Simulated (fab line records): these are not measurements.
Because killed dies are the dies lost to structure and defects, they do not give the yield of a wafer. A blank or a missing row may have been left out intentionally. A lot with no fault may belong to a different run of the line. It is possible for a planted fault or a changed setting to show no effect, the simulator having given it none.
Which tool is to blame?	flow n5 finfet	7 lots (21 wafers sampled), 1 step of a 1938-step route

== WHAT THE GAUGES SHOWED, per wafer ==
N5_BEOL_M8_CD_MEAS_11: the cd target is 38.5 nm.
lot	measured	on	cd nm (nm)
L281	day 10 00:45	cd sem-01	39.2 37.9 38.1
L286	day 11 18:28	cd sem-02	39.0 39.9 38.9
L291	day 12 06:06	cd sem-03	38.4 37.5 38.4
L295	day 13 04:49	cd sem-02	39.0 39.3 38.0
L298	day 14 06:52	cd sem-02	38.8 38.3 38.4
L300	day 14 23:40	cd sem-01	39.0 38.5 38.7
L302	day 15 14:18	cd sem-02	38.6 39.2 38.5

== WHICH TOOL RAN EACH LOT (tool, then ch and the chambers of the sampled wafers, then the start) ==
The record holds no process step before these readings.

== THE ANSWER, worked out from the rows above alone ==
Rule: what is usual is taken from the lots themselves. The widest of any qualifying gaps counts: lots, ordered by their means at a reading, are off when they make up no more than a third of the lots, leave a main group of 4 or more, and stand apart from it by 3 or more times the standard deviation of that group's means. The tables above print the reading to a certain number of digits; a main group whose means all agree to those digits is not used. A lot without any number at a reading at which 4 lots or more have one is off too. The other lots that the step has rows for count as sound.
No lot is off on any of the readings shown, so nothing can be concluded from this.

== WHAT THE SIMULATOR PUT IN ==
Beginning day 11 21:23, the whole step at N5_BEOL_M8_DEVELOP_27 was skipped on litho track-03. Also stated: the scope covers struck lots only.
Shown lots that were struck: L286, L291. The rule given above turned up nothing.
